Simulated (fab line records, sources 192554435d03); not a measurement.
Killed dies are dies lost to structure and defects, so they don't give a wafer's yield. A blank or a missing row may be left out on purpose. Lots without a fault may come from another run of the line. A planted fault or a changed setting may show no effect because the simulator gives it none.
fab line records | flow n5_finfet
record lots=10 wafers=28 last_day=18
route steps=1938 shown SDB@347 DUMMY_REMOVAL@377 BEOL_M4@1111 PASSIVATION@1936
lots that met no fault: from a run of the same line without faults
start_h: hours from the record's first day to the start of the lot's first wafer shown | wait_h: hours since the lot's step before | " the same as in the row above | L1.1+2: a row that stands for several wafers | - no value, or no start given | * or withheld: withheld | < > ~ a bound
route shown NAME@n: a module of which the file shows steps, and the number in the route of the first | usual: mean/standard deviation of fault-free wafers | same: alike in all rows | chamber/n: place in a boat | sites: the reading at each site | _std_site: their standard deviation | _edge_site: outer sites' mean less inner sites' | radius_mm: how far each site lies from the wafer's centre | mask NAME#n: copy n | behind: the tool/chamber that last shaped the wafer | hold: why the lot was held/for how many hours/how that ended | device: the transistor (n, p or np) that didn't switch | end of line: the same wafers' tests at the end of the route | a step without rows: its recipe alone | killed: dies lost to structure and defects at the first sort, not the wafer's yield | map: a wafer's dies, x killed, . not, _ none there
set.NAME: the setting as run; set.NAME@STEP: as run at that earlier step | model.NAME: the simulator's own value behind a step, which no gauge read
steps of the route over a sample of lots; a table a step, a row a wafer
services: from which hour (start_h, from the record's first day; less than 0 if before it) a tool's chamber was out of use, for how many hours, and why
## steps
# step N5_SDB_HM_DEP_00
# recipe material=SiNx target_thk_a=400 temp_c=400 precursor=SiH4/NH3/N2 pressure_torr=1.5 rf_w=300 time_s=35.3
# usual chamber_pressure_Torr=1.500/0.0032 heater_power_w=784/81 showerhead_plenum_p_Torr=5.10/0.077 throttle_valve_pct=39.8/1.9
# columns lot.wafer tool chamber start_h wait_h chamber_pressure_Torr heater_power_w showerhead_plenum_p_Torr throttle_valve_pct
L737.2 pecvd-04 0 64.68 0.0 1.506 685 5.06 39.7
L737.3 " 2 " " 1.496 852 5.12 38.1
L737.4 " 2 " " 1.503 871 5.12 38.0
L738.3 pecvd-03 0 71.65 0.0 1.494 794 5.10 40.7
L738.5 " 1 " " 1.506 754 5.25 41.6
L741.3 pecvd-02 1 93.38 0.0 1.500 817 4.97 43.6
L741.5 " 2 " " 1.502 729 5.02 38.4
L741.6 " 1 " " 1.502 811 4.97 43.6
L743.2 pecvd-04 0 102.38 0.0 1.499 744 5.06 39.7
L743.4 " 0 " " 1.497 768 5.06 39.8
L743.5 " 2 " " 1.495 954 5.11 38.1
L747.3 pecvd-04 2 128.57 0.0 1.500 866 5.13 38.2
L747.5 " 0 " " 1.501 704 5.07 39.7
L747.6 " 1 " " 1.500 813 5.20 39.7
L750.3 pecvd-04 0 143.92 0.0 1.500 712 5.06 40.2
L750.4 " 0 " " 1.498 713 5.04 39.9
L753.1 pecvd-02 0 161.31 0.0 1.498 774 5.16 38.8
L753.2 " 2 " " 1.491 676 5.04 38.7
L753.3 " 1 " " 1.504 837 4.98 43.6
L754.2 pecvd-03 0 167.28 0.0 1.502 799 5.09 41.4
L754.4 " 2 " " 1.499 832 5.16 37.2
L754.5 " 0 " " 1.504 794 5.09 41.3
L759.2 pecvd-02 1 199.01 0.0 1.501 901 4.98 43.8
L759.4 " 1 " " 1.497 898 4.98 43.7
L759.6 " 2 " " 1.502 626 5.04 39.1
L760.2 pecvd-02 1 207.12 0.0 1.503 826 4.98 43.8
L760.3 " 0 " " 1.498 757 5.17 38.6
L760.6 " 0 " " 1.501 748 5.18 38.7
# step N5_SDB_CD_MEAS_11
# recipe target_cd_nm=50 landing_energy_ev=500 detector=se_inlens polarity=opening
# usual cd_nm=50.3/1.1
# columns lot.wafer tool chamber start_h wait_h cd_nm
L737.2 cd_sem-02 0 65.13 - 50.3
L737.3 " 0 " " 51.6
L737.4 " 0 " " 50.7
L738.3 cd_sem-03 0 72.10 - 47.9
L738.5 " 0 " " 48.3
L741.3 cd_sem-01 0 93.85 - 51.3
L741.5 " 0 " " 51.9
L741.6 " 0 " " 52.1
L743.2 cd_sem-03 0 102.83 - 50.9
L743.4 " 0 " " 51.6
L743.5 " 0 " " 49.9
L747.3 cd_sem-01 0 128.90 - 50.0
L747.5 " 0 " " 51.0
L747.6 " 0 " " 50.6
L750.3 cd_sem-02 0 144.38 - 51.8
L750.4 " 0 " " 49.4
L753.1 cd_sem-02 0 161.76 - 48.5
L753.2 " 0 " " 52.0
L753.3 " 0 " " 50.7
L754.2 cd_sem-03 0 167.73 - 50.4
L754.4 " 0 " " 50.6
L754.5 " 0 " " 51.3
L759.2 cd_sem-02 0 199.34 - 51.6
L759.4 " 0 " " 50.7
L759.6 " 0 " " 50.1
L760.2 cd_sem-01 0 207.45 - 51.0
L760.3 " 0 " " 49.9
L760.6 " 0 " " 50.2
# step N5_SDB_OVL_MEAS_12
# recipe points_per_wafer=44
# usual SDB_OVL=0.3/0.8
# columns lot.wafer tool chamber start_h wait_h SDB_OVL[nm]
L737.2 overlay-01 0 65.16 0.0 0.5
L737.3 " 0 " " 1.5
L737.4 " 0 " " 0.7
L738.3 overlay-01 0 72.13 0.0 0.8
L738.5 " 0 " " 0.5
L741.3 overlay-01 0 93.88 0.0 0.2
L741.5 " 0 " " -0.1
L741.6 " 0 " " 0.6
L743.2 overlay-01 0 102.86 0.0 -0.5
L743.4 " 0 " " -0.1
L743.5 " 0 " " 0.0
L747.3 overlay-02 0 128.93 0.0 0.6
L747.5 " 0 " " 0.2
L747.6 " 0 " " -0.5
L750.3 overlay-01 0 144.40 0.0 0.7
L750.4 " 0 " " 1.2
L753.1 overlay-01 0 161.79 0.0 0.9
L753.2 " 0 " " -0.2
L753.3 " 0 " " 0.6
L754.2 overlay-02 0 167.76 0.0 1.4
L754.4 " 0 " " 1.0
L754.5 " 0 " " 0.7
L759.2 overlay-02 0 199.37 0.0 -0.6
L759.4 " 0 " " 2.0
L759.6 " 0 " " 1.8
L760.2 overlay-02 0 207.48 0.0 -0.5
L760.3 " 0 " " 1.1
L760.6 " 0 " " 0.7
# step N5_SDB_CMP_30
# recipe stop_on=poly-Si t_overpolish_s=1.54 post_cmp_clean=alkaline_brush down_force_psi=4.1491 platen_rpm=51.796 pad_velocity_m_s=1.0306 target_thk_nm=30
# usual motor_current_A=12.1/1.5 retaining_ring_pressure_frac=1.000/0.0049 time_to_endpoint_s=17.0/2.5
# columns lot.wafer tool chamber start_h wait_h motor_current_A retaining_ring_pressure_frac time_to_endpoint_s
L737.2 cmp-01 3 68.76 1.4 13.8 1.006 18.6
L737.4 " 0 " " 10.7 1.007 14.1
L737.3 " 1 " " 13.9 0.994 15.6
L738.3 cmp-02 3 75.82 1.4 11.6 1.000 15.2
L738.5 " 0 " " 10.9 0.991 17.3
L741.3 cmp-04 2 97.68 1.5 13.4 0.998 16.6
L741.5 " 3 " " 9.2 1.000 15.2
L741.6 " 0 " " 11.5 1.000 19.8
L743.4 cmp-01 2 107.30 1.4 10.7 1.003 17.3
L743.2 " 0 " " 10.6 0.995 20.1
L743.5 " 2 " " 11.1 1.009 18.0
L747.3 cmp-02 0 133.07 1.6 10.7 1.002 27.1
L747.6 " 1 " " 13.1 1.001 28.1
L747.5 " 2 " " 12.7 1.008 14.6
L750.4 cmp-01 1 148.05 1.4 13.2 1.004 19.8
L750.3 " 2 " " 11.4 0.997 29.4
L753.2 cmp-02 1 166.04 1.4 13.6 1.003 17.4
L753.1 " 2 " " 12.3 1.000 14.3
L753.3 " 3 " " 11.9 0.993 14.5
L754.2 cmp-02 3 172.04 1.4 12.2 1.000 16.0
L754.4 " 2 " " 12.3 0.998 14.5
L754.5 " 0 " " 10.9 1.000 14.8
L759.4 cmp-04 2 203.30 0.1 14.0 1.002 19.9
L759.2 " 3 " " 9.0 1.002 17.4
L759.6 " 1 " " 13.7 0.995 18.3
L760.2 cmp-04 3 211.15 1.4 9.5 0.999 18.2
L760.3 " 1 " " 14.1 0.996 17.6
L760.6 " 2 " " 13.7 0.991 18.4
# step N5_DUMMY_REMOVAL_HM_STRIP_01
# recipe chemistry=CH3F/O2 material=SiNx target_depth_a=40 stop_on=poly-Si time_s=6.8 over_etch_frac=0.3 ion_energy_ev=60 power_w=410 bias_w=29 Ar_flow_sccm=150 CH3F_flow_sccm=30 O2_flow_sccm=20
# usual CH3F_flow_sccm=30.00/0.086 drypump_motor_current_A=5.8/0.43 oes_product_au=0.62/0.053 rf_vpp_V=127.4/1 showerhead_plenum_p_Torr=2.01/0.075 throttle_valve_pct=16.38/0.17
# columns lot.wafer tool chamber start_h wait_h CH3F_flow_sccm drypump_motor_current_A oes_product_au rf_hours_counter_h rf_vpp_V showerhead_plenum_p_Torr throttle_valve_pct
L737.2 rie_diel-01 3 69.42 0.0 30.02 5.0 0.59 162 128.1 1.92 16.34
L737.3 " 0 " " 30.08 6.1 0.66 115 125.9 1.93 16.45
L737.4 " 2 " " 29.98 6.0 0.62 151 127.5 2.09 16.50
L738.3 rie_diel-01 0 76.39 0.2 29.98 6.0 0.66 117 127.0 1.93 16.45
L738.5 " 2 " " 30.06 6.0 0.61 - 127.0 2.09 16.50
L741.3 rie_diel-05 0 97.92 0.0 29.99 5.9 0.70 50 127.8 2.12 16.31
L741.5 " 2 " " 30.04 5.6 0.60 - 127.8 2.08 16.41
L741.6 " 1 " " 29.96 5.7 0.60 - 126.8 1.93 16.71
L743.2 rie_diel-05 2 107.62 0.0 29.93 5.6 0.60 190 126.3 2.08 16.41
L743.4 " 3 " " 30.11 5.6 0.59 196 128.1 2.08 16.41
L743.5 " 0 " " 30.13 5.9 0.71 - 128.1 2.12 16.31
L747.5 rie_diel-05 0 133.33 0.0 29.96 5.9 0.70 - 128.8 2.12 16.32
L750.4 rie_diel-01 3 148.37 0.0 29.80 5.0 0.59 186 126.9 1.92 16.36
L753.1 rie_diel-01 1 166.40 0.0 29.81 6.5 0.73 37 127.5 2.02 16.08
L753.2 " 2 " " 30.01 6.0 0.60 181 128.2 2.08 16.57
L753.3 " 0 " " 29.89 6.0 0.64 146 127.5 1.92 16.50
L754.2 rie_diel-02 2 172.39 0.0 29.98 4.9 0.60 186 128.4 1.98 16.20
L754.4 " 0 " " 29.89 5.7 0.59 - 126.8 2.00 16.23
L754.5 " 2 " " 29.97 5.0 0.60 - 126.8 1.98 16.19
L759.2 rie_diel-05 3 203.61 0.0 29.98 5.6 0.58 225 128.8 2.07 16.46
L759.4 " 2 " " 30.06 5.6 0.59 220 128.2 2.07 16.46
L759.6 " 1 " " 30.04 5.7 0.58 - 126.3 1.92 16.77
L760.2 rie_diel-05 2 211.47 0.0 30.06 5.6 0.58 222 128.4 2.07 16.45
L760.3 " 0 " " 30.03 5.8 0.67 83 127.9 2.11 16.37
L760.6 " 2 " " 30.02 5.6 0.58 - 127.3 2.07 16.44
# step N5_BEOL_M4_RC_MEAS_101
# usual DIBL_N=36.0/1.6 DIBL_P=36.1/2 IOFF_N=0.160/0.029 IOFF_P=0.21/0.039 ION_N=675/13 ION_P=464/8.8 SS_N=71.5/0.58 SS_P=73.3/0.65 VT_N=250/3.3 VT_P=-249/3.6
# columns lot.wafer tool chamber start_h wait_h DIBL_N[mV/V] DIBL_P[mV/V] IOFF_N[nA/um] IOFF_P[nA/um] ION_N[uA/um] ION_P[uA/um] SS_N[mV/dec] SS_P[mV/dec] VT_N[mV] VT_P[mV]
L737.2 prober-02 0 164.07 0.2 37.4 36.9 0.164 0.21 676 456 72.0 73.4 247 -252
L737.3 " 0 " " 35.6 34.9 0.128 0.19 659 454 71.5 73.0 251 -253
L737.4 " 0 " " 36.4 33.6 0.141 0.17 662 449 71.6 72.7 254 -255
L738.3 prober-01 0 169.61 0.3 37.5 36.4 0.174 0.24 666 460 71.8 74.0 251 -248
L738.5 " 0 " " 36.0 34.5 0.149 0.21 667 460 71.1 72.7 251 -250
L741.3 prober-02 0 191.35 0.3 33.7 35.3 0.146 0.19 678 463 71.2 73.1 250 -252
L741.5 " 0 " " 32.2 33.5 0.118 0.17 675 466 70.8 72.7 253 -250
L741.6 " 0 " " 35.7 37.8 0.175 0.23 678 463 70.7 73.7 247 -249
L743.2 prober-01 0 204.50 0.2 36.7 38.2 0.177 0.22 677 454 70.9 74.5 250 -250
L743.4 " 0 " " 35.7 37.7 0.172 0.22 671 461 71.7 73.8 249 -252
L743.5 " 0 " " 34.9 35.4 0.150 0.18 657 447 71.5 73.5 252 -254
L747.5 prober-02 0 235.02 0.6 36.4 37.4 0.165 0.25 678 471 72.9 73.8 249 -243
L750.4 prober-01 0 238.76 0.5 37.4 37.6 0.204 0.28 685 472 72.0 73.3 246 -245
L753.1 prober-02 0 267.89 0.0 34.5 34.8 0.138 0.19 657 455 71.2 72.6 252 -250
L753.2 " 0 " " 35.9 37.2 0.166 0.25 673 467 71.7 73.0 249 -246
L753.3 " 0 " " 35.9 36.8 0.171 0.23 682 470 71.7 73.5 246 -249
L754.2 prober-01 0 268.24 0.2 37.1 38.1 0.203 0.22 685 463 71.5 73.6 245 -248
L754.4 " 0 " " 35.7 36.5 0.154 0.20 661 463 71.4 73.8 248 -248
L754.5 " 0 " " 34.8 35.1 0.144 0.18 670 455 70.7 72.9 250 -253
L760.2 prober-01 0 302.01 0.2 37.1 39.3 0.192 0.30 682 472 70.9 74.7 245 -242
L760.3 " 0 " " 37.2 38.6 0.181 0.27 677 469 72.6 73.8 247 -246
L760.6 " 0 " " 38.8 40.2 0.234 0.31 687 468 72.1 74.1 244 -242
L759.2 prober-02 0 303.43 0.2 34.6 33.6 0.128 0.19 664 462 70.7 72.0 253 -247
L759.4 " 0 " " 35.0 35.3 0.139 0.21 657 458 71.5 72.9 253 -251
L759.6 " 0 " " 37.1 37.7 0.180 0.25 682 465 71.9 74.1 247 -247
# step N5_PASSIVATION_PROBE_49
# usual defect_limited_yield=91.0/1.3 killed_at_M0_to_M3=36/9.5 killed_at_M4_up=14/5.6 killed_at_contacts=12/6.4 killed_at_front_end=40/10 killed_at_other=3.2/3 killed_dies=107/15 killed_on_rim=15/4.5 killed_open=69/12 killed_short=35/7.7 sort_bin_5_function=5.3/0.91 sort_bin_6_memory=3.3/0.65 sort_n_pass=1073/15 sort_yield_pct=91.0/1.3
# same gross_dies=1180 killed_at_back_side=0 sort_bin_4_leakage[%]=0 sort_bin_8_speed[%]=0
# columns lot.wafer tool chamber start_h wait_h defect_limited_yield[%] killed_at_M0_to_M3 killed_at_M4_up killed_at_contacts killed_at_front_end killed_at_other killed_dies killed_on_rim killed_open killed_short sort_bin_5_function[%] sort_bin_6_memory[%] sort_n_pass sort_yield_pct[%]
L737.2 prober-02 - 270.16 0.1 92.6 34 13 6 32 2 87 14 57 29 5.0 2.1 1093 92.6
L737.3 prober-02 - 270.21 0.1 91.4 35 25 14 26 2 102 17 63 38 4.2 4.0 1078 91.4
L737.4 prober-02 - 270.26 0.2 92.8 38 7 12 27 1 85 13 61 24 3.6 3.3 1095 92.8
L738.3 prober-01 - 273.09 0.1 91.6 46 12 6 35 0 99 17 63 36 5.8 2.3 1081 91.6
L738.5 prober-01 - 273.19 0.2 91.2 42 11 14 34 3 104 23 74 24 5.0 3.3 1076 91.2
L741.3 prober-02 - 291.84 0.1 92.3 28 10 8 39 6 91 12 68 22 4.9 2.7 1089 92.3
L741.5 prober-02 - 291.94 0.2 88.4 33 11 26 58 9 137 19 92 40 5.6 5.4 1043 88.4
L741.6 prober-02 - 291.99 0.3 91.0 29 13 20 39 5 106 11 71 33 5.4 3.3 1074 91.0
L743.2 prober-01 - 303.37 0.1 88.0 35 27 15 60 5 142 19 103 33 7.4 4.1 1038 88.0
L743.4 prober-01 - 303.47 0.2 91.9 20 21 13 33 8 95 10 66 29 5.0 2.8 1085 91.9
L743.5 prober-01 - 303.52 0.2 91.2 24 15 16 47 2 104 18 70 33 5.6 2.9 1076 91.2
L747.3 prober-01 - 346.37 0.1 0 21 19 10 1125 5 1180 152 60 30 96.9 2.5 0 0
L747.5 prober-01 - 346.47 0.2 92.0 24 13 10 43 4 94 13 55 34 4.7 2.7 1086 92.0
L747.6 prober-01 - 346.52 0.3 0 25 13 14 1122 6 1180 152 68 32 96.0 3.6 0 0
L750.3 prober-02 - 354.71 0.1 0 33 12 13 1121 1 1180 152 62 33 97.0 2.5 0 0
L750.4 prober-02 - 354.76 0.2 89.3 36 16 22 48 4 126 19 82 37 6.1 4.4 1054 89.3
L754.2 prober-02 - 381.78 0.1 90.3 33 20 5 54 2 114 14 75 36 6.1 3.1 1066 90.3
L754.4 prober-02 - 381.88 0.2 90.2 36 22 26 31 1 116 13 77 35 6.1 3.3 1064 90.2
L754.5 prober-02 - 381.93 0.2 90.6 40 6 13 50 2 111 18 73 27 6.1 2.5 1069 90.6
L753.1 prober-01 - 381.91 0.0 91.9 32 15 15 30 3 95 7 57 36 4.3 3.1 1085 91.9
L753.2 prober-01 - 381.96 0.1 88.6 51 16 14 50 3 134 18 95 37 6.9 4.2 1046 88.6
L753.3 prober-01 - 382.01 0.1 90.1 54 12 21 25 5 117 13 87 28 5.6 4.2 1063 90.1
L760.2 prober-01 - 410.05 0.1 91.1 38 22 26 18 1 105 12 76 29 5.9 2.8 1075 91.1
L760.3 prober-01 - 410.10 0.1 91.4 24 26 15 35 1 101 13 77 24 5.1 3.4 1079 91.4
L760.6 prober-01 - 410.25 0.3 91.2 29 21 19 33 2 104 14 78 25 6.1 2.5 1076 91.2
L759.2 prober-01 - 421.63 0.1 89.7 56 12 15 38 0 121 17 83 35 5.7 4.2 1059 89.7
L759.4 prober-01 - 421.73 0.2 90.4 44 6 16 46 1 113 16 67 37 4.9 4.1 1067 90.4
L759.6 prober-01 - 421.83 0.3 91.4 31 6 13 52 0 102 14 64 32 5.2 2.9 1078 91.4
# killed by level:class
L737.2 BEOL_M1:geometric_particle:open=8 FIN_SAQP:geometric_particle:open=7 STI_FIN_REVEAL:geometric_particle:open=7 BEOL_M0_SAQP:geometric_particle:short=6 BEOL_M2:geometric_particle:open=6 BEOL_M4:geometric_particle:open=6 FIN_SAQP:geometric_particle:short=5 MOL_CONTACT_COAG:geometric_particle:open=5
L737.3 BEOL_M4:geometric_particle:open=13 BEOL_M2:geometric_particle:open=13 MOL_CONTACT_COAG:geometric_particle:open=10 GATE_CUT:geometric_particle:short=7 BEOL_M2:geometric_particle:short=7 BEOL_M0_SAQP:geometric_particle:short=5 MOL_CONTACT_COAG:geometric_particle:short=4 STARTING-WAFER:geometric_particle:short=4
L737.4 BEOL_M1:geometric_particle:open=15 MOL_CONTACT_COAG:geometric_particle:open=10 STI_FIN_REVEAL:geometric_particle:open=8 BEOL_M0_SAQP:geometric_particle:open=8 FIN_SAQP:geometric_particle:short=5 BEOL_M0_SAQP:geometric_particle:short=5 BEOL_M0:geometric_particle:open=4 BEOL_M4:geometric_particle:open=4
L738.3 BEOL_M0_SAQP:geometric_particle:short=15 FIN_SAQP:geometric_particle:open=11 STI_FIN_REVEAL:geometric_particle:open=9 BEOL_M0_SAQP:geometric_particle:open=8 BEOL_M3:geometric_particle:open=7 FIN_SAQP:geometric_particle:short=6 MOL_CONTACT_COAG:geometric_particle:open=6 BEOL_M1:geometric_particle:open=5
L738.5 MOL_CONTACT_COAG:geometric_particle:open=13 STI_FIN_REVEAL:geometric_particle:open=11 BEOL_M0_SAQP:geometric_particle:open=11 BEOL_M1:geometric_particle:open=9 BEOL_M0_SAQP:geometric_particle:short=8 BEOL_M2:geometric_particle:open=6 HKMG_FIN:area_etch=5 BEOL_M0:geometric_particle:open=4
L741.3 STI_FIN_REVEAL:geometric_particle:open=14 BEOL_M3:geometric_particle:open=8 MOL_CONTACT_COAG:geometric_particle:open=7 BEOL_M2:geometric_particle:open=7 BEOL_M4:geometric_particle:open=6 ILD0:geometric_particle:open=3 GATE_CUT:geometric_particle:short=3 GATE_CUT:geometric_particle:open=3
L741.5 STI_FIN_REVEAL:geometric_particle:open=21 MOL_CONTACT_COAG:geometric_particle:open=21 FIN_SAQP:geometric_particle:short=10 BEOL_M2:geometric_particle:open=9 BEOL_M1:geometric_particle:open=7 BEOL_M0_SAQP:geometric_particle:open=6 MOL_CONTACT_COAG:geometric_particle:short=5 HKMG_FIN:area_etch=5
L741.6 MOL_CONTACT_COAG:geometric_particle:open=18 STI_FIN_REVEAL:geometric_particle:open=9 FIN_SAQP:geometric_particle:open=8 GATE_CUT:geometric_particle:short=6 BEOL_M2:geometric_particle:open=6 BEOL_M0_SAQP:geometric_particle:open=5 BEOL_M3:geometric_particle:open=5 BEOL_M1:geometric_particle:open=4
L743.2 STI_FIN_REVEAL:geometric_particle:open=21 BEOL_M4:geometric_particle:open=15 MOL_CONTACT_COAG:geometric_particle:open=12 BEOL_M2:geometric_particle:open=12 FIN_SAQP:geometric_particle:open=8 GATE_CUT:geometric_particle:short=8 DUMMY_GATE:geometric_particle:open=7 BEOL_M0_SAQP:geometric_particle:open=6
L743.4 BEOL_M4:geometric_particle:open=15 MOL_CONTACT_COAG:geometric_particle:open=9 STI_FIN_REVEAL:geometric_particle:open=8 BEOL_M2:geometric_particle:open=7 FIN_SAQP:geometric_particle:short=5 BEOL_M0_SAQP:geometric_particle:open=5 FIN_SAQP:geometric_particle:open=4 MOL_CONTACT_COAG:geometric_particle:short=4
L743.5 FIN_SAQP:geometric_particle:open=17 MOL_CONTACT_COAG:geometric_particle:open=14 BEOL_M2:geometric_particle:open=10 BEOL_M4:geometric_particle:open=10 GATE_CUT:geometric_particle:short=5 FIN_SAQP:geometric_particle:short=4 DUMMY_GATE:geometric_particle:open=4 BEOL_M1:geometric_particle:open=3
L747.3 SDB:area_open=1088 BEOL_M4:geometric_particle:open=9 MOL_CONTACT_COAG:geometric_particle:open=7 BEOL_M0_SAQP:geometric_particle:open=7 FIN_SAQP:geometric_particle:short=6 STI_FIN_REVEAL:geometric_particle:open=5 FIN_SAQP:geometric_particle:open=4 GATE_CUT:geometric_particle:short=4
L747.5 FIN_SAQP:geometric_particle:open=9 BEOL_M4:geometric_particle:open=8 BEOL_M0:geometric_particle:open=7 GATE_CUT:geometric_particle:short=5 MOL_CONTACT_COAG:geometric_particle:open=5 MOL_CONTACT_COAG:geometric_particle:short=5 STARTING-WAFER:geometric_particle:open=5 FIN_SAQP:geometric_particle:short=4
L747.6 SDB:area_open=1077 MOL_CONTACT_COAG:geometric_particle:open=13 STI_FIN_REVEAL:geometric_particle:open=10 BEOL_M1:geometric_particle:open=8 FIN_SAQP:geometric_particle:open=5 FIN_SAQP:geometric_particle:short=5 BEOL_M0_SAQP:geometric_particle:short=5 GATE_CUT:geometric_particle:short=5
L750.3 SDB:area_open=1085 STI_FIN_REVEAL:geometric_particle:open=13 MOL_CONTACT_COAG:geometric_particle:open=11 BEOL_M0_SAQP:geometric_particle:short=10 GATE_CUT:geometric_particle:short=6 BEOL_M4:geometric_particle:open=6 BEOL_M0_SAQP:geometric_particle:open=5 BEOL_M1:geometric_particle:open=5
L750.4 MOL_CONTACT_COAG:geometric_particle:open=15 STI_FIN_REVEAL:geometric_particle:open=13 BEOL_M3:geometric_particle:open=13 MOL_CONTACT_COAG:geometric_particle:short=7 BEOL_M4:geometric_particle:open=7 STARTING-WAFER:geometric_particle:open=6 DUMMY_GATE:geometric_particle:open=5 GATE_CUT:geometric_particle:open=5
L754.2 BEOL_M1:geometric_particle:open=12 BEOL_M4:geometric_particle:open=12 STI_FIN_REVEAL:geometric_particle:open=11 FIN_SAQP:geometric_particle:short=9 BEOL_M2:geometric_particle:open=7 STARTING-WAFER:geometric_particle:open=7 FIN_SAQP:geometric_particle:open=6 DUMMY_GATE:geometric_particle:open=5
L754.4 MOL_CONTACT_COAG:geometric_particle:open=19 BEOL_M4:geometric_particle:open=13 BEOL_M3:geometric_particle:open=12 FIN_SAQP:geometric_particle:open=8 MOL_CONTACT_COAG:geometric_particle:short=7 STI_FIN_REVEAL:geometric_particle:open=5 BEOL_M0_SAQP:geometric_particle:short=5 BEOL_M3:geometric_particle:short=4
L753.1 MOL_CONTACT_COAG:geometric_particle:open=10 FIN_SAQP:geometric_particle:open=8 BEOL_M3:geometric_particle:open=8 BEOL_M0_SAQP:geometric_particle:open=6 FIN_SAQP:geometric_particle:short=5 SPACER0:geometric_particle:short=5 MOL_CONTACT_COAG:geometric_particle:short=5 BEOL_M2:geometric_particle:short=4
L754.5 STI_FIN_REVEAL:geometric_particle:open=11 BEOL_M1:geometric_particle:open=11 DUMMY_GATE:geometric_particle:open=7 MOL_CONTACT_COAG:geometric_particle:open=7 BEOL_M3:geometric_particle:open=7 HKMG_FIN:area_etch=7 BEOL_M2:geometric_particle:open=6 FIN_SAQP:geometric_particle:short=5
L753.2 STI_FIN_REVEAL:geometric_particle:open=11 BEOL_M1:geometric_particle:open=10 FIN_SAQP:geometric_particle:open=9 BEOL_M2:geometric_particle:open=9 BEOL_M0_SAQP:geometric_particle:open=9 MOL_CONTACT_COAG:geometric_particle:open=8 BEOL_M0:geometric_particle:open=7 GATE_CUT:geometric_particle:short=6
L753.3 MOL_CONTACT_COAG:geometric_particle:open=20 BEOL_M1:geometric_particle:open=13 BEOL_M0_SAQP:geometric_particle:open=12 BEOL_M2:geometric_particle:open=10 BEOL_M0_SAQP:geometric_particle:short=9 BEOL_M5:geometric_particle:open=4 FIN_SAQP:geometric_particle:open=3 DUMMY_GATE:geometric_particle:open=3
L760.2 MOL_CONTACT_COAG:geometric_particle:open=22 BEOL_M4:geometric_particle:open=16 BEOL_M1:geometric_particle:open=11 BEOL_M2:geometric_particle:open=10 BEOL_M1:geometric_particle:short=5 MOL_CONTACT_COAG:geometric_particle:short=4 STI_FIN_REVEAL:geometric_particle:open=3 BEOL_M0_SAQP:geometric_particle:short=3
L760.3 BEOL_M4:geometric_particle:open=15 MOL_CONTACT_COAG:geometric_particle:open=13 FIN_SAQP:geometric_particle:open=7 BEOL_M2:geometric_particle:open=6 DUMMY_GATE:geometric_particle:open=5 BEOL_M3:geometric_particle:open=5 ILD0:geometric_particle:short=4 GATE_CUT:geometric_particle:short=4
L760.6 MOL_CONTACT_COAG:geometric_particle:open=17 BEOL_M4:geometric_particle:open=11 FIN_SAQP:geometric_particle:open=9 BEOL_M0_SAQP:geometric_particle:short=7 DUMMY_GATE:geometric_particle:open=6 STI_FIN_REVEAL:geometric_particle:open=4 BEOL_M0_SAQP:geometric_particle:open=4 BEOL_M2:geometric_particle:open=4
L759.2 BEOL_M0_SAQP:geometric_particle:open=17 MOL_CONTACT_COAG:geometric_particle:open=14 BEOL_M0_SAQP:geometric_particle:short=12 BEOL_M2:geometric_particle:open=10 DUMMY_GATE:geometric_particle:open=7 BEOL_M5:geometric_particle:open=7 FIN_SAQP:geometric_particle:open=6 GATE_CUT:geometric_particle:short=6
L759.4 STI_FIN_REVEAL:geometric_particle:open=15 MOL_CONTACT_COAG:geometric_particle:open=11 BEOL_M0_SAQP:geometric_particle:short=8 BEOL_M2:geometric_particle:open=7 BEOL_M0_SAQP:geometric_particle:open=7 HKMG_FIN:area_etch=7 FIN_SAQP:geometric_particle:short=6 BEOL_M1:geometric_particle:open=6
L759.6 MOL_CONTACT_COAG:geometric_particle:open=12 FIN_SAQP:geometric_particle:open=10 DUMMY_GATE:geometric_particle:open=9 BEOL_M0_SAQP:geometric_particle:short=8 FIN_SAQP:geometric_particle:short=7 BEOL_M0_SAQP:geometric_particle:open=7 BEOL_M0:geometric_particle:open=6 HKMG_FIN:area_etch=5
## services
# columns tool chamber start_h hours kind
pecvd-02 - 44.26 14.6 pm
cmp-04 - 46.05 7.2 pm
pecvd-04 2 52.05 2.1 scheduled_down
rie_diel-01 3 76.84 10.0 repair
pecvd-02 1 87.19 5.5 scheduled_down
rie_diel-05 1 91.99 2.6 repair
rie_diel-02 1 92.88 3.0 repair
cmp-02 - 102.12 2.7 repair
pecvd-02 - 104.26 1.2 repair
rie_diel-02 1 113.71 14.4 repair
cmp-02 - 119.96 2.1 repair
cmp-02 - 135.25 4.0 pm
cmp-02 - 139.25 - consumable_replace:conditioner
cmp-02 - 139.25 - consumable_replace:pad
cmp-04 - 159.73 1.9 repair
rie_diel-02 1 163.00 10.2 repair
cmp-01 - 164.50 4.3 pm
cmp-01 - 173.86 3.3 repair
rie_diel-05 1 177.64 1.4 repair
rie_diel-01 0 181.02 4.1 repair
pecvd-03 1 181.93 7.5 repair
cmp-02 - 199.17 2.7 repair
pecvd-04 2 202.40 - clean
pecvd-04 2 202.40 - consumable_replace:showerhead
## key
first_sign step=N5_SDB_CMP_30 reading=time_to_endpoint_s direction=up sigmas=4.5 usual=* struck=*
effect step=N5_PASSIVATION_PROBE_49 reading=killed_at_front_end direction=up sigmas=99+ usual=40 struck=1123
more_kills_born_at N5_SDB_HM_OPEN_20@rie_diel-04=3250
met_at N5_SDB_HM_DEP_00
struck_lots L747,L750
struck_wafers L747.3,L747.6,L750.3
later_rows_left_out L747.3,L747.6,L750.3
not_acting_at N5_SDB_CD_MEAS_11,N5_SDB_OVL_MEAS_12,N5_DUMMY_REMOVAL_HM_STRIP_01
onset_between 102.38 128.57
fault kind=process_parameter_drift tool=pecvd-04 chamber=- onset_h=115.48 steps=N5_SDB_HM_DEP_00 channel=time_s offset=* shape=step end_h=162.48 scope=struck_wafers_only acts_in=* stated=*
# later_rows_left_out: the simulator's readings of these wafers behind a module that went badly wrong aren't trusted and aren't shown, but for the sort
